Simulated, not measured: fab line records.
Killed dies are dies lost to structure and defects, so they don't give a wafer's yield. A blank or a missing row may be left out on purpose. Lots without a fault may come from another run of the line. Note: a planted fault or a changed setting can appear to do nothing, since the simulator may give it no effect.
Which tool was responsible?	flow nand-harc	24 lots, 72 wafers sampled, at 6 steps of a route of 1302

== WHAT THE GAUGES SHOWED, per wafer ==
NHARC_P_GATE_OVL_MEAS_27. Usual: overlay-x-nm -0.4 nm, standard deviation 0.92; overlay-y-nm 0.0 nm, standard deviation 0.95.
lot	measured	on	overlay-x-nm (nm)	overlay-y-nm (nm)	flag
L074	day 5 09:19	overlay-02	-2.4 -2.5 -2.9	0.8 0.8 1.1	
L075	day 5 09:49	overlay-02	-0.3 -0.1 -0.1	-1.9 -1.3 -1.3	
L076	day 5 21:10	overlay-02	-1.1 -1.1 -1.3	0.3 -0.2 0.1	
L077	day 6 14:01	overlay-02	-1.5 -0.7 -0.8	-0.7 -0.8 -0.9	
L078	day 6 13:36	overlay-02	0.1 -0.6 -1.1	-1.1 -1.0 -0.9	
L079	day 7 05:01	overlay-01	0.1 -0.3 -0.5	0.6 0.9 1.0	
L080	day 7 16:24	overlay-02	-0.6 -0.3 -0.5	-0.1 0.3 -0.2	
L081	day 8 00:43	overlay-01	-0.2 -0.1 0.1	0.7 1.0 1.0	
L082	day 8 11:45	overlay-01	-0.6 -0.8 -0.7	0.5 0.0 0.5	
L083	day 9 05:59	overlay-02	0.1 0.0 -0.7	1.2 0.6 0.7	
L084	day 9 11:57	overlay-02	0.8 0.8 0.9	0.1 -0.6 -0.3	
L085	day 9 17:11	overlay-02	1.2 1.2 1.6	-2.8 -2.0 -2.7	
L086	day 9 21:58	overlay-01	-1.0 -1.1 -1.3	-1.5 -0.7 -1.1	
L087	day 10 07:40	overlay-02	-0.7 -0.1 0.1	0.7 0.7 0.5	
L088	day 11 01:56	overlay-02	-0.6 0.0 -0.4	0.7 0.1 0.5	
L089	day 11 01:18	overlay-01	-1.2 -1.0 -0.8	0.3 -0.1 0.5	
L090	day 11 22:05	overlay-01	-0.4 -0.5 -0.2	0.3 1.0 1.0	
L091	day 12 04:46	overlay-01	-1.5 -0.7 -1.1	0.2 0.7 -0.4	
L092	day 12 11:53	overlay-02	1.2 1.6 1.5	1.3 1.2 1.1	
L093	day 12 22:35	overlay-02	-2.0 -0.4 -1.0	-0.2 -0.7 -0.2	
L094	day 13 16:46	overlay-01	-0.6 -0.5 -0.6	1.5 1.2 1.2	
L095	day 13 17:33	overlay-02	-1.3 -1.2 -1.5	-1.0 -0.7 -0.4	
L096	day 14 03:56	overlay-01	0.3 0.0 -0.7	0.5 0.5 0.3	
L097	day 14 21:56	overlay-02	1.3 1.1 1.3	0.5 0.8 0.5	

NHARC_P_CONTACT_OVL_MEAS_13. Usual: overlay-x-nm -0.1 nm, standard deviation 0.82; overlay-y-nm -0.2 nm, standard deviation 1.1.
lot	measured	on	overlay-x-nm (nm)	overlay-y-nm (nm)	flag
L074	day 6 05:26	overlay-01	0.7 0.4 0.8	-0.5 -1.0 -0.9	
L075	day 6 07:56	overlay-01	-0.3 0.0 -0.4	-2.2 -2.0 -1.9	
L076	day 6 17:29	overlay-01	1.3 1.1 0.6	1.6 0.9 1.3	
L077	day 7 10:13	overlay-02	-1.2 -0.9 -1.4	-0.5 -0.4 -0.3	
L078	day 7 09:49	overlay-02	0.2 -0.4 -0.1	-1.0 -0.4 -1.0	
L079	day 8 01:17	overlay-01	-0.2 0.2 -0.2	0.8 1.0 0.6	
L080	day 8 12:40	overlay-01	-0.8 -0.9 -1.0	1.3 0.9 1.4	
L081	day 8 21:08	overlay-01	-1.6 -0.9 -1.0	-0.6 -1.7 -0.3	
L082	day 9 07:49	overlay-01	1.1 1.4 0.9	0.3 -0.2 -0.6	
L083	day 10 01:47	overlay-02	0.1 -0.4 -0.1	-2.2 -1.8 -1.7	
L084	day 10 08:14	overlay-02	0.7 0.1 0.5	-0.2 -0.1 -0.1	
L085	day 10 12:59	overlay-01	-0.6 -0.5 0.1	0.4 0.2 0.8	
L086	day 10 17:59	overlay-02	-0.8 -0.5 -0.7	-2.0 -2.1 -1.6	
L087	day 11 03:41	overlay-01	0.0 -0.5 0.1	0.5 0.6 0.7	
L088	day 11 22:04	overlay-02	0.8 1.0 1.1	0.6 0.1 0.5	
L089	day 11 21:40	overlay-01	-0.8 -0.9 -0.4	-2.2 -2.4 -2.1	
L090	day 12 17:54	overlay-01	1.5 1.9 2.0	0.7 0.3 0.9	
L091	day 13 00:58	overlay-01	-1.0 -1.1 -1.0	0.5 0.0 0.6	
L092	day 13 07:46	overlay-02	-0.5 0.4 -0.6	-0.8 -0.7 -0.5	
L093	day 13 18:40	overlay-01	0.1 -0.4 -0.5	1.3 1.0 1.0	
L094	day 14 12:32	overlay-02	-0.9 -0.6 -1.1	-0.9 -0.7 -0.8	
L095	day 14 13:40	overlay-02	-0.4 -0.5 -1.2	1.1 1.2 0.7	
L096	day 15 00:08	overlay-01	0.9 1.2 0.5	-0.4 0.4 0.3	
L097	day 15 18:47	overlay-01	0.4 -0.3 0.6	0.0 -0.1 0.2	

== WHAT TOOL EACH LOT RAN ON (gives the tool, then ch and the chambers of the sampled wafers, and finally the start) ==
lot	NHARC_P_STI_ETCH_15	NHARC_P_GATE_STRIP_95	NHARC_P_GATE_RTA_64	NHARC_P_GATE_RTA_82
L074	rie-si-02 ch 0,3, day 2 23:24	plasma-asher-02 ch 0,1, day 6 01:55	rtp-anneal-02 ch 0, day 6 02:28	rtp-anneal-02 ch 0, day 6 03:32
L075	rie-si-02 ch 0,1,2, day 3 09:08	plasma-asher-01 ch 0,1, day 6 04:26	rtp-anneal-01 ch 0, day 6 05:02	rtp-anneal-02 ch 0, day 6 06:06
L076	rie-si-06 ch 0,3, day 3 16:41	plasma-asher-02 ch 0,1, day 6 13:58	rtp-anneal-01 ch 0, day 6 14:34	rtp-anneal-02 ch 0, day 6 15:39
L077	rie-si-06 ch 0,2, day 4 11:58	plasma-asher-02 ch 0,1, day 7 06:36	rtp-anneal-02 ch 0, day 7 07:11	rtp-anneal-01 ch 0, day 7 08:14
L078	rie-si-02 ch 0,1,2, day 4 12:11	plasma-asher-01 ch 0,1, day 7 06:20	rtp-anneal-01 ch 0, day 7 06:58	rtp-anneal-01 ch 0, day 7 08:01
L079	rie-si-06 ch 0,1,2, day 5 00:11	plasma-asher-02 ch 0,1, day 7 21:28	rtp-anneal-02 ch 0, day 7 22:02	rtp-anneal-02 ch 0, day 7 23:08
L080	rie-si-03 ch 0,3, day 5 08:10	plasma-asher-01 ch 0,1, day 8 08:49	rtp-anneal-02 ch 0, day 8 09:23	rtp-anneal-02 ch 0, day 8 10:31
L081	rie-si-03 ch 1,2,3, day 5 16:52	plasma-asher-01 ch 0,1, day 8 17:35	rtp-anneal-02 ch 0, day 8 18:10	rtp-anneal-01 ch 0, day 8 19:14
L082	rie-si-06 ch 1,2, day 6 05:41	plasma-asher-01 ch 1, day 9 04:24	rtp-anneal-02 ch 0, day 9 04:58	rtp-anneal-01 ch 0, day 9 06:03
L083	rie-si-06 ch 0,1,2, day 6 17:31	plasma-asher-02 ch 0,1, day 9 22:17	rtp-anneal-02 ch 0, day 9 22:52	rtp-anneal-01 ch 0, day 9 23:55
L084	rie-si-02 ch 1,2, day 7 04:01	plasma-asher-01 ch 0,1, day 10 04:44	rtp-anneal-01 ch 0, day 10 05:20	rtp-anneal-02 ch 0, day 10 06:23
L085	rie-si-02 ch 1,2, day 7 11:23	plasma-asher-01 ch 0,1, day 10 09:37	rtp-anneal-01 ch 0, day 10 10:12	rtp-anneal-01 ch 0, day 10 11:16
L086	rie-si-06 ch 1,2,3, day 7 19:07	plasma-asher-01 ch 0,1, day 10 14:28	rtp-anneal-02 ch 0, day 10 15:03	rtp-anneal-02 ch 0, day 10 16:07
L087	rie-si-02 ch 0,2,3, day 8 05:05	plasma-asher-02 ch 0,1, day 11 00:07	rtp-anneal-01 ch 0, day 11 00:50	rtp-anneal-02 ch 0, day 11 01:55
L088	rie-si-03 ch 0,1,2, day 8 18:01	plasma-asher-01 ch 0,1, day 11 18:23	rtp-anneal-01 ch 0, day 11 19:01	rtp-anneal-02 ch 0, day 11 20:13
L089	rie-si-06 ch 2,3, day 9 02:22	plasma-asher-02 ch 0,1, day 11 18:11	rtp-anneal-02 ch 0, day 11 18:49	rtp-anneal-01 ch 0, day 11 19:56
L090	rie-si-03 ch 1,2,3, day 9 10:49	plasma-asher-01 ch 0,1, day 12 14:23	rtp-anneal-02 ch 0, day 12 14:56	rtp-anneal-02 ch 0, day 12 16:00
L091	rie-si-06 ch 0,1,3, day 9 21:05	plasma-asher-02 ch 0,1, day 12 21:27	rtp-anneal-01 ch 0, day 12 22:01	rtp-anneal-01 ch 0, day 12 23:05
L092	rie-si-06 ch 0,2,3, day 10 09:22	plasma-asher-01 ch 0,1, day 13 04:23	rtp-anneal-01 ch 0, day 13 04:56	rtp-anneal-02 ch 0, day 13 06:00
L093	rie-si-02 ch 0,1,3, day 10 17:40	plasma-asher-02 ch 0,1, day 13 15:09	rtp-anneal-01 ch 0, day 13 15:43	rtp-anneal-01 ch 0, day 13 16:46
L094	rie-si-03 ch 0,2,3, day 11 04:50	plasma-asher-01 ch 0,1, day 14 09:09	rtp-anneal-02 ch 0, day 14 09:43	rtp-anneal-01 ch 0, day 14 10:46
L095	rie-si-03 ch 1,2,3, day 11 13:55	plasma-asher-02 ch 0,1, day 14 10:16	rtp-anneal-02 ch 0, day 14 10:50	rtp-anneal-01 ch 0, day 14 11:53
L096	rie-si-02 ch 2,3, day 12 02:35	plasma-asher-02 ch 0,1, day 14 20:35	rtp-anneal-01 ch 0, day 14 21:09	rtp-anneal-02 ch 0, day 14 22:13
L097	rie-si-02 ch 1,2, day 12 12:57	plasma-asher-02 ch 0,1, day 15 15:13	rtp-anneal-01 ch 0, day 15 15:52	rtp-anneal-02 ch 0, day 15 16:56
- NHARC_P_STI_ETCH_15: etches the open film in HBr/Cl2, target depth 300 nm, time 100.1 s.
- NHARC_P_GATE_STRIP_95: strips in O2.
- NHARC_P_GATE_RTA_64: time 1 s.
- NHARC_P_GATE_RTA_82: time 30 s.

== WHAT THE TOOLS THEMSELVES READ (means of the sampled wafers that have a number; where no wafer has one, the mark that the record gives instead) ==
NHARC_P_STI_ETCH_15. Usual: chamber-pressure-mTorr 15.000 mTorr, standard deviation 0.013; drypump-motor-current-A 6.0 A, standard deviation 0.45; oes-product-au 1.005 a.u., standard deviation 0.014; throttle-valve-pct 26.406 %, standard deviation 0.0079.
lot	tool	chamber-pressure-mTorr (mTorr)	drypump-motor-current-A (A)	oes-product-au (a.u.)	throttle-valve-pct (%)	flag
L074	rie-si-02	15.003	6.1	0.999	26.404	
L075	rie-si-02	15.002	6.1	1.022	26.409	
L076	rie-si-06	14.996	6.0	0.999	26.404	
L077	rie-si-06	14.999	5.6	0.997	26.402	
L078	rie-si-02	14.996	6.1	1.003	26.404	
L079	rie-si-06	15.007	5.7	1.005	26.401	
L080	rie-si-03	14.992	5.9	1.006	26.412	
L081	rie-si-03	14.997	5.7	1.002	26.400	
L082	rie-si-06	15.009	5.7	1.004	26.408	
L083	rie-si-06	15.012	5.7	1.004	26.406	
L084	rie-si-02	15.009	6.2	1.003	26.402	
L085	rie-si-02	15.006	6.2	1.002	26.401	
L086	rie-si-06	15.003	6.0	1.019	26.411	
L087	rie-si-02	15.001	6.1	0.995	26.404	
L088	rie-si-03	14.996	6.0	1.002	26.405	
L089	rie-si-06	15.003	6.3	1.022	26.407	
L090	rie-si-03	14.988	5.7	1.000	26.410	
L091	rie-si-06	15.011	5.7	1.007	26.414	
L092	rie-si-06	14.996	6.0	1.007	26.407	
L093	rie-si-02	15.003	6.3	1.014	26.406	
L094	rie-si-03	14.999	5.8	0.994	26.402	
L095	rie-si-03	14.997	5.7	0.991	26.401	
L096	rie-si-02	15.006	6.1	0.995	26.408	
L097	rie-si-02	14.995	6.1	0.988	26.402	

NHARC_P_GATE_STRIP_95. Usual: drypump-motor-current-A 6.03 A, standard deviation 0.13; heater-power-w 328 W, standard deviation 32.
lot	tool	drypump-motor-current-A (A)	heater-power-w (W)	flag
L074	plasma-asher-02	5.92	303	
L075	plasma-asher-01	6.10	344	
L076	plasma-asher-02	5.89	305	
L077	plasma-asher-02	6.01	327	
L078	plasma-asher-01	6.09	350	
L079	plasma-asher-02	5.89	303	
L080	plasma-asher-01	6.09	342	
L081	plasma-asher-01	6.11	343	
L082	plasma-asher-01	6.12	350	
L083	plasma-asher-02	5.92	300	
L084	plasma-asher-01	6.07	339	
L085	plasma-asher-01	6.09	338	
L086	plasma-asher-01	6.08	349	
L087	plasma-asher-02	5.90	301	
L088	plasma-asher-01	6.08	336	
L089	plasma-asher-02	5.92	301	
L090	plasma-asher-01	6.11	342	
L091	plasma-asher-02	5.99	319	
L092	plasma-asher-01	6.09	343	
L093	plasma-asher-02	5.90	294	
L094	plasma-asher-01	6.10	341	
L095	plasma-asher-02	5.91	295	
L096	plasma-asher-02	5.92	297	
L097	plasma-asher-02	6.02	322	

NHARC_P_GATE_RTA_64. Usual: lamp-power-pct 34.91 %, standard deviation 0.074; wafer_temp_C_max 1055.1, standard deviation 1.8.
lot	tool	lamp-power-pct (%)	wafer_temp_C_max	flag
L074	rtp-anneal-02	34.98	1057.0	
L075	rtp-anneal-01	34.83	1053.9	
L076	rtp-anneal-01	34.80	1053.6	
L077	rtp-anneal-02	35.00	1055.8	
L078	rtp-anneal-01	34.84	1053.6	
L079	rtp-anneal-02	34.97	1056.0	
L080	rtp-anneal-02	34.98	1057.1	
L081	rtp-anneal-02	34.99	1056.1	
L082	rtp-anneal-02	34.97	1058.1	
L083	rtp-anneal-02	34.96	1056.4	
L084	rtp-anneal-01	34.88	1053.3	
L085	rtp-anneal-01	34.84	1053.2	
L086	rtp-anneal-02	34.99	1056.5	
L087	rtp-anneal-01	34.87	1053.9	
L088	rtp-anneal-01	34.86	1054.4	
L089	rtp-anneal-02	34.96	1058.8	
L090	rtp-anneal-02	34.98	1057.4	
L091	rtp-anneal-01	34.84	1052.6	
L092	rtp-anneal-01	34.86	1053.6	
L093	rtp-anneal-01	34.84	1053.1	
L094	rtp-anneal-02	34.96	1057.2	
L095	rtp-anneal-02	34.94	1054.3	
L096	rtp-anneal-01	34.88	1054.2	
L097	rtp-anneal-01	34.90	1053.7	

NHARC_P_GATE_RTA_82. Usual: lamp-power-pct 4.088 %, standard deviation 0.007; wafer_temp_C_max 452.3, standard deviation 0.88.
lot	tool	lamp-power-pct (%)	wafer_temp_C_max	flag
L074	rtp-anneal-02	4.091	452.5	
L075	rtp-anneal-02	4.095	453.3	
L076	rtp-anneal-02	4.092	452.9	
L077	rtp-anneal-01	4.081	451.7	
L078	rtp-anneal-01	4.078	451.6	
L079	rtp-anneal-02	4.095	453.0	
L080	rtp-anneal-02	4.093	452.9	
L081	rtp-anneal-01	4.082	451.8	
L082	rtp-anneal-01	4.078	451.6	
L083	rtp-anneal-01	4.080	451.3	
L084	rtp-anneal-02	4.096	452.5	
L085	rtp-anneal-01	4.084	451.9	
L086	rtp-anneal-02	4.093	453.1	
L087	rtp-anneal-02	4.092	453.0	
L088	rtp-anneal-02	4.095	452.2	
L089	rtp-anneal-01	4.083	451.3	
L090	rtp-anneal-02	4.096	453.0	
L091	rtp-anneal-01	4.082	451.3	
L092	rtp-anneal-02	4.097	452.9	
L093	rtp-anneal-01	4.082	452.0	
L094	rtp-anneal-01	4.083	451.4	
L095	rtp-anneal-01	4.083	451.4	
L096	rtp-anneal-02	4.096	453.1	
L097	rtp-anneal-02	4.092	453.4	

== THE ANSWER, worked out from the rows above alone ==
Rule: a lot counts as off when the mean over its wafers that have a number is more than 3 standard deviations away from the usual mean. Also off: a lot with no number at a reading for which 4 or more lots have one. Any other lot the step has rows for is counted as sound. The gauges are gone through in route order, then the tools' own readings, and for those a lot's mean is taken as printed above. At the first step where some lot is off, the reading lying furthest off is the one used; lots without a number count as furthest.
Across all readings shown, no lot is off: no conclusion can be drawn from this.

== WHAT THE SIMULATOR HAD INSERTED ==
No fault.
